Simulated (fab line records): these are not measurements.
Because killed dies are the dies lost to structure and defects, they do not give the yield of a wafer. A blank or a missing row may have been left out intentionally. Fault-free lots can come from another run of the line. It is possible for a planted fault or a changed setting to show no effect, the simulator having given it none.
fab line records	flow n5-finfet
record: lots: 7	wafers: 21
route steps=1938 shown BEOL_M7@1273 BEOL_M8@1338 BEOL_M9@1406 BEOL_M11@1539
start-h: hours from the record's first day to the start of the lot's first wafer shown	wait-h: time in hours since the lot's previous step	" same as the row above	L1.1+2: a row that stands for several wafers	- value missing, or start not given	* or withheld: withheld	< > ~ a bound
route shown NAME@n: a module of which the file shows steps, and the number in the route of the first	usual: average and standard deviation across the fault-free wafers	same: alike in all rows	chamber/n: place in a boat	sites: each site's reading	_std_site: how widely they spread, as a standard deviation	_edge_site: mean of outer sites minus mean of inner sites	radius-mm: how far each site lies from the wafer's centre	mask NAME#n: copy n	behind: the tool/chamber that last shaped the wafer	hold: cause of the lot's hold/its duration in hours/its outcome	device: names the non-switching transistor (n, p or np)	end of line: tests of these same wafers at the route's end	step lacking rows: just its recipe	killed: dies that structure and defects cost at the first sort, which is not the same as the wafer's yield	map: dies across one wafer; x = killed, . = not, _ = none there
set.NAME: setting as actually run; set.NAME@STEP: the setting as run at that earlier step	model.NAME: the simulator's own value behind a step, which no gauge read
lots run with intentionally changed settings; tables by step, rows by wafer
== steps ==
step: N5_BEOL_M7_EXPOSE_08
recipe: mask-id: M7	na: 1.35	source-shape: dipole	sigma-inner: 0.817	sigma-outer: 0.97	polarization: te	dose-mj: 68.25
lot.wafer	tool	chamber	start-h	wait-h	mask	set.dose-mj
L074.3+6	arfi-scanner-03	0	191.81	-	M7#0	66.15
L074.4	"	0	"	"	M7#0	68.25
L078.3+4	arfi-scanner-02	0	210.25	-	M7#0	68.25
L078.5	"	0	"	"	M7#0	65.41
L080.1+5+6	arfi-scanner-03	0	214.49	-	M7#0	68.25
L083.1+4+5	arfi-scanner-01	0	247.46	-	M7#0	68.25
L084.3+5	arfi-scanner-03	0	251.06	-	M7#0	68.25
L084.4	"	0	"	"	M7#0	72.5
L093.2+4+6	arfi-scanner-01	0	296.73	-	M7#0	68.25
L094.2	arfi-scanner-01	0	310.00	-	M7#0	68.25
L094.5+6	"	0	"	"	M7#0	64.91
step: N5_BEOL_M7_PEB_09
recipe: peb-temp-c: withheld	peb-time-s: 60	resist: CAR-ArF
step: N5_BEOL_M7_DEVELOP_10
recipe: develop-time-s: 30	developer: TMAH	resist: CAR-ArF	rinse-liquid: diw	dry: air-spin	dev-temp-c: 23
step: N5_BEOL_M7_CD_MEAS_11
recipe: target-cd-nm: 38.5	landing-energy-ev: 500	detector: se-inlens	polarity: opening
usual: cd-nm: 38.4/0.41
lot.wafer	tool	chamber	start-h	wait-h	set.dose-mj@BEOL_M7_EXPOSE_08	cd-nm
L074.3	cd-sem-03	0	191.93	-	66.15	36.7
L074.4	"	0	"	"	68.25	38.6
L074.6	"	0	"	"	66.15	37.2
L078.3	cd-sem-01	0	210.37	-	68.25	37.6
L078.4	"	0	"	"	68.25	37.7
L078.5	"	0	"	"	65.41	35.7
L080.1	cd-sem-01	0	214.62	-	68.25	38.4
L080.5	"	0	"	"	68.25	39.0
L080.6	"	0	"	"	68.25	38.6
L083.1	cd-sem-02	0	247.59	-	68.25	39.0
L083.4	"	0	"	"	68.25	38.6
L083.5	"	0	"	"	68.25	38.7
L084.3	cd-sem-02	0	251.18	-	68.25	38.4
L084.4	"	0	"	"	72.5	41.2
L084.5	"	0	"	"	68.25	38.0
L093.2	cd-sem-02	0	296.85	-	68.25	38.4
L093.4	"	0	"	"	68.25	38.7
L093.6	"	0	"	"	68.25	38.2
L094.2	cd-sem-03	0	310.13	-	68.25	38.3
L094.5	"	0	"	"	64.91	36.0
L094.6	"	0	"	"	64.91	35.6
step: N5_BEOL_M7_DESCUM_16
recipe: chemistry: O2	time-s: 7.9	source-power-w: 50	bias-power-w: 20	pressure-mtorr: 20	rf-frequency-hz: 2.712e+07	temp-c: 40	resist: CAR-ArF	o2-flow-sccm: 225
step: N5_BEOL_M7_ETCH_61
recipe: chemistry: CF4	target: SiARC	target-depth-a: 455	mask-material: CAR-ArF	time-s: 75.8	ion-energy-ev: 80	pressure-mtorr: 40	source-w: 545	bias-w: 36	Ar_flow_sccm: 100	cf4-flow-sccm: 100	ends: cleared
lot.wafer	tool	chamber	start-h	wait-h	set.dose-mj@BEOL_M7_EXPOSE_08	model.BEOL_M7.cd-offset-nm
L074.3	rie-diel-06	0	192.85	0.0	66.15	-1.6
L074.4	"	2	"	"	68.25	0.2
L074.6	"	0	"	"	66.15	-1.4
L078.3	rie-diel-06	1	210.49	0.0	68.25	-1
L078.4	"	1	"	"	68.25	-0.8
L078.5	"	2	"	"	65.41	-2.6
L080.1+6	rie-diel-06	2,3	214.74	0.0	68.25	0.2
L080.5	"	1	"	"	68.25	0.6
L083.1	rie-diel-04	2	248.21	0.0	68.25	0.4
L083.4	"	3	"	"	68.25	0
L083.5	"	0	"	"	68.25	0.2
L084.3	rie-diel-05	3	251.73	0.0	68.25	-0.2
L084.4	"	0	"	"	72.5	2.4
L084.5	"	3	"	"	68.25	-0.6
L093.2+6	rie-diel-06	2,3	297.09	0.0	68.25	-0.2
L093.4	"	0	"	"	68.25	0
L094.2	rie-diel-05	1	310.25	0.0	68.25	-0.2
L094.5+6	"	2,3	"	"	64.91	-2.8
step: N5_BEOL_M7_ETCH_62
recipe: chemistry: N2/H2	target: SOC	target-depth-a: 1100	overetch-a: 220	mask-material: SiARC	temp-c: 40	time-s: 165	ion-energy-ev: 200	pressure-mtorr: 30	source-w: 840	bias-w: 150	n2-flow-sccm: 200	h2-flow-sccm: 200
step: N5_BEOL_M7_STRIP_68
recipe: chemistry: N2/H2	temp-c: 40	n2-flow-sccm: 200	h2-flow-sccm: 200	rf-frequency-hz: 6e+07
step: N5_BEOL_M7_HM_OPEN_17
recipe: chemistry: Cl2/BCl3	target-depth-a: 200	overetch-a: 60	target: TiN	mask-material: SOC	ion-energy-ev: 150	pressure-mtorr: 10	icp-w: 1000	bias-w: 126	Cl2_flow_sccm: 53.25	bcl3-flow-sccm: 21.75	Ar_flow_sccm: 25
step: N5_BEOL_M7_STRIP_19
recipe: chemistry: O2	power-w: 400	temp-c: 40	pressure-mtorr: 30	rf-frequency-hz: 6e+07	bias-power-w: 0	overash-fraction: 0.2	o2-flow-sccm: 225
step: N5_BEOL_M7_CD_MEAS_18
recipe: pitch-nm: 80	target-cd-nm: 40
usual: cd-nm: 39.8/0.47
lot.wafer	tool	chamber	start-h	wait-h	set.dose-mj@BEOL_M7_EXPOSE_08	cd-nm
L074.3	cd-sem-01	-	193.36	0.1	66.15	38.4
L074.4	"	-	"	"	68.25	40.1
L074.6	"	-	"	"	66.15	38.7
L078.3	cd-sem-03	-	210.92	0.1	68.25	38.9
L078.4	"	-	"	"	68.25	39.6
L078.5	"	-	"	"	65.41	37.3
L080.1	cd-sem-01	-	215.18	0.0	68.25	40.3
L080.5	"	-	"	"	68.25	40.5
L080.6	"	-	"	"	68.25	40.0
L083.1	cd-sem-02	-	248.68	0.0	68.25	40.2
L083.4	"	-	"	"	68.25	39.4
L083.5	"	-	"	"	68.25	40.0
L084.3	cd-sem-02	-	252.24	0.1	68.25	40.0
L084.4	"	-	"	"	72.5	42.6
L084.5	"	-	"	"	68.25	39.6
L093.2	cd-sem-02	-	297.79	0.1	68.25	39.4
L093.4	"	-	"	"	68.25	40.3
L093.6	"	-	"	"	68.25	39.6
L094.2	cd-sem-03	-	310.85	0.1	68.25	39.3
L094.5	"	-	"	"	64.91	36.7
L094.6	"	-	"	"	64.91	36.8
step: N5_BEOL_M7_COAT_63
recipe: resist: SOC	temp-c: 250	time-s: 60	spin-rpm: 1500	resist-thk-nm: 60
step: N5_BEOL_M7_COAT_64
recipe: resist: SiARC	temp-c: 220	time-s: 60	spin-rpm: 1500	resist-thk-nm: 12
step: N5_BEOL_M7_PRECLEAN_42
recipe: chemistry: residue-remover	time-s: 60	temp-c: 40
step: N5_BEOL_M7_SRD_43
recipe: time-s: 30	temp-c: 23	rinse-liquid: diw	dry: ipa-marangoni
step: N5_BEOL_M7_CD_MEAS_35
recipe: target-cd-nm: 40	polarity: opening
usual: cd-nm: 39.8/0.43
lot.wafer	tool	chamber	start-h	wait-h	set.dose-mj@BEOL_M7_EXPOSE_08	cd-nm
L074.3	cd-sem-02	-	194.58	0.0	66.15	38.3
L074.4	"	-	"	"	68.25	40.2
L074.6	"	-	"	"	66.15	38.6
L078.3	cd-sem-03	-	211.93	0.0	68.25	39.1
L078.4	"	-	"	"	68.25	39.6
L078.5	"	-	"	"	65.41	37.3
L080.1	cd-sem-02	-	216.87	0.0	68.25	40.4
L080.5	"	-	"	"	68.25	40.5
L080.6	"	-	"	"	68.25	39.8
L083.1	cd-sem-02	-	250.55	0.0	68.25	40.4
L083.4	"	-	"	"	68.25	39.1
L083.5	"	-	"	"	68.25	40.0
L084.3	cd-sem-03	-	255.13	0.0	68.25	39.8
L084.4	"	-	"	"	72.5	42.9
L084.5	"	-	"	"	68.25	39.6
L093.2	cd-sem-02	-	298.99	0.0	68.25	39.3
L093.4	"	-	"	"	68.25	39.8
L093.6	"	-	"	"	68.25	39.4
L094.2	cd-sem-03	-	313.69	0.0	68.25	39.7
L094.5	"	-	"	"	64.91	36.8
L094.6	"	-	"	"	64.91	36.7
step: N5_BEOL_M7_DEP_56
recipe: material: SiCN	target-thk-a: 100	temp-c: withheld	precursor: 3MS/NH3	pressure-torr: 3	rf-w: 202	time-s: 17.5
lot.wafer	tool	chamber	start-h	wait-h	set.time-s	model.SiCN_of_BEOL_M7_DEP_56.thk-nm
L074.3	pecvd-01	1	198.67	0.0	15.22	8.6
L074.4	"	0	"	"	17.5	10.2
L074.6	"	1	"	"	17.5	10
L078.3	pecvd-02	2	214.78	0.0	16.67	9.4
L078.4+5	"	1,2	"	"	17.5	10
L080.1	pecvd-01	0	220.03	0.0	17.5	9.8
L080.5+6	"	0,1	"	"	17.5	10
L083.1	pecvd-01	1	252.68	0.0	17.5	9.8
L083.4+5	"	2	"	"	17.5	10
L084.3	pecvd-04	2	258.95	0.0	20.03	11.2
L084.4	"	2	"	"	17.5	10
L084.5	"	0	"	"	20.03	11.6
L093.2	pecvd-02	1	302.48	0.0	17.5	9.8
L093.4	"	0	"	"	17.5	10
L093.6	"	1	"	"	15.58	9
L094.2	pecvd-02	0	316.10	0.0	17.5	9.8
L094.5+6	"	2,1	"	"	19.51	11
step: N5_BEOL_M8_COAT_60
recipe: resist: SiARC	temp-c: 220	time-s: 60	spin-rpm: 1500	resist-thk-nm: 35
lot.wafer	tool	chamber	start-h	wait-h	set.spin-rpm	model.SiARC_of_BEOL_M8_COAT_60.thk-nm
L074.3+4	litho-track-03	0	-	-	1337	37
L074.6	"	0	"	"	1500	35
L078.3	litho-track-04	0	-	-	1500	35
L078.4+5	"	0	"	"	1653	33.2
L080.1	litho-track-03	0	-	-	1500	35
L080.5+6	"	0	"	"	1500	35.2
L083.1	litho-track-02	0	-	-	1500	35
L083.4+5	"	0	"	"	1500	35.2
L084.3	litho-track-02	0	-	-	1392	36.4
L084.4	"	0	"	"	1500	34.8
L084.5	"	0	"	"	1500	35
L093.2+4+6	litho-track-02	0	-	-	1500	35
L094.2+5+6	litho-track-02	0	-	-	1500	35
step: N5_BEOL_M8_COAT_05
recipe: resist: CAR-ArF	spin-rpm: 1500	resist-thk-nm: 90
step: N5_BEOL_M8_EBR_07
recipe: solvent: PGMEA	ebr-width-mm: 1.5
step: N5_BEOL_M8_DESCUM_16
recipe: chemistry: O2	time-s: 7.9	source-power-w: 50	bias-power-w: 20	pressure-mtorr: 20	rf-frequency-hz: 2.712e+07	temp-c: 40	resist: CAR-ArF	o2-flow-sccm: 225
step: N5_BEOL_M8_ETCH_61
recipe: chemistry: CF4	target: SiARC	target-depth-a: 455	mask-material: CAR-ArF	time-s: 75.8	ion-energy-ev: 80	pressure-mtorr: 40	source-w: 545	bias-w: 36	Ar_flow_sccm: 100	cf4-flow-sccm: 100	ends: cleared
usual: etch-rf-on-time-s: 75.3/0.91
lot.wafer	tool	chamber	start-h	wait-h	set.spin-rpm@BEOL_M8_COAT_60	etch-rf-on-time-s	model.etch.depth-nm	model.CAR-ArF_of_BEOL_M8_COAT_05.thk-nm
L074.3	rie-diel-03	0	200.35	0.0	1337	80.5	37.07	49.2
L074.4	"	0	"	"	1337	81.3	37.03	49.2
L074.6	"	1	"	"	1500	75.1	34.93	51
L078.3	rie-diel-03	2	216.83	0.0	1500	75.5	34.94	50.6
L078.4	"	0	"	"	1653	72.4	33.19	52.2
L078.5	"	2	"	"	1653	72.1	33.22	52.4
L080.1	rie-diel-02	3	222.58	0.0	1500	75.6	34.94	50.4
L080.5	"	0	"	"	1500	74.9	35.16	50.2
L080.6	"	1	"	"	1500	75.1	35.12	50.6
L083.1	rie-diel-02	2	255.28	0.0	1500	74.2	35.06	50.8
L083.4	"	0	"	"	1500	74.8	35.16	50.8
L083.5	"	2	"	"	1500	74.7	35.17	50.6
L084.3	rie-diel-03	0	261.15	0.0	1392	78.3	36.37	49.6
L084.4	"	3	"	"	1500	73.0	34.87	50.8
L084.5	"	3	"	"	1500	73.8	34.95	50.6
L093.2	rie-diel-02	1	306.54	0.0	1500	76.3	34.94	50.8
L093.4	"	0	"	"	1500	75.1	34.94	51
L093.6	"	2	"	"	1500	76.5	35.06	50.6
L094.2	rie-diel-01	0	318.31	0.0	1500	75.2	35.04	50.4
L094.5	"	3	"	"	1500	75.7	35.02	50.8
L094.6	"	2	"	"	1500	75.3	35.01	50.8
step: N5_BEOL_M8_ETCH_62
recipe: chemistry: N2/H2	target: SOC	target-depth-a: 1100	overetch-a: 220	mask-material: SiARC	temp-c: 40	time-s: 165	ion-energy-ev: 200	pressure-mtorr: 30	source-w: 840	bias-w: 150	n2-flow-sccm: 200	h2-flow-sccm: 200
lot.wafer	tool	chamber	start-h	wait-h	set.spin-rpm@BEOL_M8_COAT_60	model.SiARC_of_BEOL_M8_COAT_60.thk-nm
L074.3+4	rie-diel-03	0	200.41	0.0	1337	30.4
L074.6	"	1	"	"	1500	28.2
L078.3	rie-diel-03	2	216.89	0.0	1500	28.2
L078.4	"	0	"	"	1653	26.6
L078.5	"	2	"	"	1653	26.4
L080.1	rie-diel-02	3	222.64	0.0	1500	28.2
L080.5+6	"	0,1	"	"	1500	28.4
L083.1	rie-diel-02	2	255.33	0.0	1500	28.4
L083.4+5	"	0,2	"	"	1500	28.6
L084.3	rie-diel-03	0	261.21	0.0	1392	29.8
L084.4	"	3	"	"	1500	28
L084.5	"	3	"	"	1500	28.2
L093.2+6	rie-diel-02	1,2	306.60	0.0	1500	28.4
L093.4	"	0	"	"	1500	28.2
L094.2+5	rie-diel-01	0,3	318.37	0.0	1500	28.2
L094.6	"	2	"	"	1500	28.4
step: N5_BEOL_M9_COAT_59
recipe: resist: SOC	temp-c: 250	time-s: 60	spin-rpm: 1500	resist-thk-nm: 100
lot.wafer	tool	chamber	start-h	wait-h	set.spin-rpm	model.SOC_of_BEOL_M9_COAT_59.thk-nm
L074.3	litho-track-01	0	207.40	0.1	1500	100.4
L074.4	"	0	"	"	1410	103.2
L074.6	"	0	"	"	1410	103.4
L078.3	litho-track-01	0	222.52	0.1	1500	99.8
L078.4	"	0	"	"	1566	98
L078.5	"	0	"	"	1566	97.8
L080.1+5	litho-track-04	0	228.39	0.1	1500	100
L080.6	"	0	"	"	1500	99.8
L083.1+5	litho-track-01	0	262.26	0.1	1500	99.6
L083.4	"	0	"	"	1500	99.8
L084.3+4+5	litho-track-04	0	270.20	0.1	1500	100.2
L093.2	litho-track-01	0	313.92	0.1	1500	100
L093.4+6	"	0	"	"	1449	101.6
L094.2	litho-track-05	0	327.11	0.1	1411	103.2
L094.5	"	0	"	"	1411	103
L094.6	"	0	"	"	1411	103.6
step: N5_BEOL_M9_COAT_60
recipe: resist: SiARC	temp-c: 220	time-s: 60	spin-rpm: 1500	resist-thk-nm: 30
step: N5_BEOL_M9_COAT_05
recipe: resist: CAR-ArF	spin-rpm: 1500	resist-thk-nm: 90
step: N5_BEOL_M9_DESCUM_16
recipe: chemistry: O2	time-s: 7.9	source-power-w: 50	bias-power-w: 20	pressure-mtorr: 20	rf-frequency-hz: 2.712e+07	temp-c: 40	resist: CAR-ArF	o2-flow-sccm: 225
step: N5_BEOL_M9_ETCH_61
recipe: chemistry: CF4	target: SiARC	target-depth-a: 390	mask-material: CAR-ArF	time-s: 65	ion-energy-ev: 80	pressure-mtorr: 40	source-w: 545	bias-w: 36	Ar_flow_sccm: 100	cf4-flow-sccm: 100	ends: cleared
step: N5_BEOL_M9_ETCH_62
recipe: chemistry: N2/H2	target: SOC	target-depth-a: 1100	overetch-a: 220	mask-material: SiARC	temp-c: 40	time-s: 165	ion-energy-ev: 200	pressure-mtorr: 30	source-w: 840	bias-w: 150	n2-flow-sccm: 200	h2-flow-sccm: 200
lot.wafer	tool	chamber	start-h	wait-h	set.spin-rpm@BEOL_M9_COAT_59	model.etch.depth-nm
L074.3	rie-diel-04	0	208.10	0.0	1500	100.4
L074.4	"	3	"	"	1410	103.3
L074.6	"	0	"	"	1410	103.4
L078.3	rie-diel-04	1	222.94	0.0	1500	99.72
L078.4	"	0	"	"	1566	97.96
L078.5	"	2	"	"	1566	97.82
L080.1	rie-diel-04	3	228.80	0.0	1500	99.97
L080.5	"	1	"	"	1500	100
L080.6	"	2	"	"	1500	99.8
L083.1	rie-diel-04	2	262.90	0.0	1500	99.56
L083.4	"	3	"	"	1500	99.82
L083.5	"	2	"	"	1500	99.65
L084.3	rie-diel-06	1	270.74	0.0	1500	100.1
L084.4+5	"	0,3	"	"	1500	100.2
L093.2	rie-diel-05	1	314.51	0.0	1500	100
L093.4+6	"	3	"	"	1449	101.6
L094.2	rie-diel-05	1	327.73	0.0	1411	103.2
L094.5	"	1	"	"	1411	103
L094.6	"	0	"	"	1411	103.7
step: N5_BEOL_M9_STRIP_68
recipe: chemistry: N2/H2	temp-c: 40	n2-flow-sccm: 200	h2-flow-sccm: 200	rf-frequency-hz: 6e+07
step: N5_BEOL_M9_STRIP_67
recipe: chemistry: CF4	resist: SiARC	power-w: 300	bias-power-w: 75	pressure-mtorr: 50	cf4-flow-sccm: 150	rf-frequency-hz: 6e+07
step: N5_BEOL_M9_HM_OPEN_17
recipe: chemistry: Cl2/BCl3	target-depth-a: 200	overetch-a: 60	target: TiN	mask-material: SOC	ion-energy-ev: 150	pressure-mtorr: 10	icp-w: 1000	bias-w: 126	Cl2_flow_sccm: 53.25	bcl3-flow-sccm: 21.75	Ar_flow_sccm: 25
lot.wafer	tool	chamber	start-h	wait-h	set.spin-rpm@BEOL_M9_COAT_59	model.SOC_of_BEOL_M9_COAT_59.thk-nm
L074.3	rie-metal-01	1	208.32	0.1	1500	92.2
L074.4+6	"	0,1	"	"	1410	95.4
L078.3	rie-metal-03	0	223.15	0.1	1500	91.8
L078.4	"	1	"	"	1566	90
L078.5	"	0	"	"	1566	89.8
L080.1+5	rie-metal-01	0	228.99	0.0	1500	92.2
L080.6	"	1	"	"	1500	91.8
L083.1+4+5	rie-metal-02	1,0,1	263.09	0.0	1500	91.8
L084.3	rie-metal-03	0	270.95	0.1	1500	92
L084.4+5	"	1,0	"	"	1500	92.2
L093.2	rie-metal-02	0	314.70	0.0	1500	92.2
L093.4+6	"	0,1	"	"	1449	93.8
L094.2	rie-metal-01	1	327.92	0.0	1411	95.2
L094.5	"	0	"	"	1411	95.4
L094.6	"	1	"	"	1411	95.6
step: N5_BEOL_M11_PECVD_70
recipe: material: SiO2	target-thk-a: 200	temp-c: 400	precursor: TEOS/O2	pressure-torr: 5.5	rf-w: 450	teos-flow-sccm: 53.8	gas: O2	flow-sccm: 3000	time-s: 22.7
lot.wafer	tool	chamber	start-h	wait-h	set.time-s	model.SiO2_of_BEOL_M11_PECVD_70.thk-nm
L074.3+6	pecvd-02	2,0	220.63	0.0	22.7	20
L074.4	"	2	"	"	24.4	21.6
L078.3	pecvd-04	1	235.77	0.1	22.7	20.2
L078.4	"	0	"	"	22.7	19.8
L078.5	"	0	"	"	22.7	20
L080.1	pecvd-01	0	246.95	0.0	22.7	20
L080.5	"	1	"	"	22.7	20.2
L080.6	"	0	"	"	22.7	20.4
L083.1	pecvd-04	0	276.56	0.0	22.7	20.2
L083.4	"	2	"	"	22.7	20.4
L083.5	"	0	"	"	20.72	18.4
L084.3	pecvd-01	0	285.46	0.0	22.7	20
L084.4	"	2	"	"	22.7	20.4
L084.5	"	0	"	"	22.7	20.2
L093.2	pecvd-02	1	330.04	0.0	22.7	19.6
L093.4	"	2	"	"	22.7	20
L093.6	"	0	"	"	22.7	19.8
L094.2	pecvd-02	0	341.79	0.0	24.38	21.6
L094.5	"	1	"	"	24.38	21.8
L094.6	"	0	"	"	22.7	20.4
step: N5_BEOL_M11_COAT_05
recipe: resist: CAR-ArF	spin-rpm: 1500	resist-thk-nm: 90
lot.wafer	tool	chamber	start-h	wait-h	set.spin-rpm	model.CAR-ArF_of_BEOL_M11_COAT_05.thk-nm
L074.3	litho-track-05	0	-	-	1667	85.2
L074.4	"	0	"	"	1667	84.8
L074.6	"	0	"	"	1500	89.6
L078.3+4	litho-track-05	0	-	-	1500	89.6
L078.5	"	0	"	"	1500	90
L080.1	litho-track-04	0	-	-	1500	89.8
L080.5+6	"	0	"	"	1500	90
L083.1	litho-track-03	0	-	-	1500	89.8
L083.4	"	0	"	"	1500	90
L083.5	"	0	"	"	1397	93.2
L084.3	litho-track-03	0	-	-	1451	91.4
L084.4	"	0	"	"	1500	89.8
L084.5	"	0	"	"	1451	91.2
L093.2	litho-track-03	0	-	-	1500	90.6
L093.4	"	0	"	"	1380	94.4
L093.6	"	0	"	"	1500	90.4
L094.2	litho-track-05	0	-	-	1500	90
L094.5	"	0	"	"	1623	86.8
L094.6	"	0	"	"	1500	89.8
step: N5_BEOL_M11_EBR_07
recipe: solvent: PGMEA	ebr-width-mm: 1.5
step: N5_BEOL_M11_SOFTBAKE_06
recipe: temp-c: 110	time-s: 60	resist: CAR-ArF
step: N5_BEOL_M11_DESCUM_16
recipe: chemistry: O2	time-s: 7.9	source-power-w: 50	bias-power-w: 20	pressure-mtorr: 20	rf-frequency-hz: 2.712e+07	temp-c: 40	resist: CAR-ArF	o2-flow-sccm: 225
lot.wafer	tool	chamber	start-h	wait-h	set.spin-rpm@BEOL_M11_COAT_05	model.CAR-ArF_of_BEOL_M11_COAT_05.thk-nm
L074.3	rie-diel-04	0	221.98	0.0	1667	78.6
L074.4	"	1	"	"	1667	78.2
L074.6	"	0	"	"	1500	83
L078.3	rie-diel-06	3	238.71	0.0	1500	83
L078.4	"	2	"	"	1500	83.2
L078.5	"	1	"	"	1500	83.4
L080.1	rie-diel-05	3	247.89	0.4	1500	83.2
L080.5+6	"	3,0	"	"	1500	83.4
L083.1+4	rie-diel-05	2,0	277.20	0.0	1500	83.4
L083.5	"	2	"	"	1397	86.8
L084.3	rie-diel-06	3	288.62	0.7	1451	84.8
L084.4	"	1	"	"	1500	83.2
L084.5	"	3	"	"	1451	84.6
L093.2	rie-diel-04	1	331.82	0.1	1500	84
L093.4	"	0	"	"	1380	87.8
L093.6	"	0	"	"	1500	83.8
L094.2	rie-diel-04	0	344.73	0.0	1500	83.6
L094.5	"	0	"	"	1623	80.2
L094.6	"	2	"	"	1500	83.4
== key ==
split: step: N5_BEOL_M7_EXPOSE_08	setting: dose-mj	stated: 68.25	by: wafer
response: step: N5_BEOL_M7_CD_MEAS_11	reading: cd-nm	change: +0.496	per: 1%	r: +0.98
response: step: N5_BEOL_M7_ETCH_61	reading: model.BEOL_M7.cd-offset-nm	change: +0.474	per: 1%	r: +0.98
response: step: N5_BEOL_M7_CD_MEAS_18	reading: cd-nm	change: +0.473	per: 1%	r: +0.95
response: step: N5_BEOL_M7_CD_MEAS_35	reading: cd-nm	change: +0.536	per: 1%	r: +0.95
split: step: N5_BEOL_M7_DEP_56	setting: time-s	stated: 17.5	by: wafer
response: step: N5_BEOL_M7_DEP_56	reading: model.SiCN_of_BEOL_M7_DEP_56.thk-nm	change: +0.101	per: 1%	r: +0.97
split: step: N5_BEOL_M8_COAT_60	setting: spin-rpm	stated: 1500	by: wafer
response: step: N5_BEOL_M8_COAT_60	reading: model.SiARC_of_BEOL_M8_COAT_60.thk-nm	change: -0.186	per: 1%	r: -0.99
response: step: N5_BEOL_M8_ETCH_61	reading: etch-rf-on-time-s	change: *	per: 1%	r: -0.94
response: step: N5_BEOL_M8_ETCH_61	reading: model.etch.depth-nm	change: -0.187	per: 1%	r: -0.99
response: step: N5_BEOL_M8_ETCH_61	reading: model.CAR-ArF_of_BEOL_M8_COAT_05.thk-nm	change: +0.164	per: 1%	r: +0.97
response: step: N5_BEOL_M8_ETCH_62	reading: model.SiARC_of_BEOL_M8_COAT_60.thk-nm	change: -0.195	per: 1%	r: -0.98
split: step: N5_BEOL_M9_COAT_59	setting: spin-rpm	stated: 1500	by: wafer
response: step: N5_BEOL_M9_COAT_59	reading: model.SOC_of_BEOL_M9_COAT_59.thk-nm	change: -0.466	per: 1%	r: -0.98
response: step: N5_BEOL_M9_ETCH_62	reading: model.etch.depth-nm	change: -0.468	per: 1%	r: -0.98
response: step: N5_BEOL_M9_HM_OPEN_17	reading: model.SOC_of_BEOL_M9_COAT_59.thk-nm	change: -0.493	per: 1%	r: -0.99
split: step: N5_BEOL_M11_PECVD_70	setting: time-s	stated: 22.7	by: wafer
response: step: N5_BEOL_M11_PECVD_70	reading: model.SiO2_of_BEOL_M11_PECVD_70.thk-nm	change: +0.204	per: 1%	r: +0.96
split: step: N5_BEOL_M11_COAT_05	setting: spin-rpm	stated: 1500	by: wafer
response: step: N5_BEOL_M11_COAT_05	reading: model.CAR-ArF_of_BEOL_M11_COAT_05.thk-nm	change: -0.433	per: 1%	r: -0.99
response: step: N5_BEOL_M11_DESCUM_16	reading: model.CAR-ArF_of_BEOL_M11_COAT_05.thk-nm	change: -0.44	per: 1%	r: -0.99
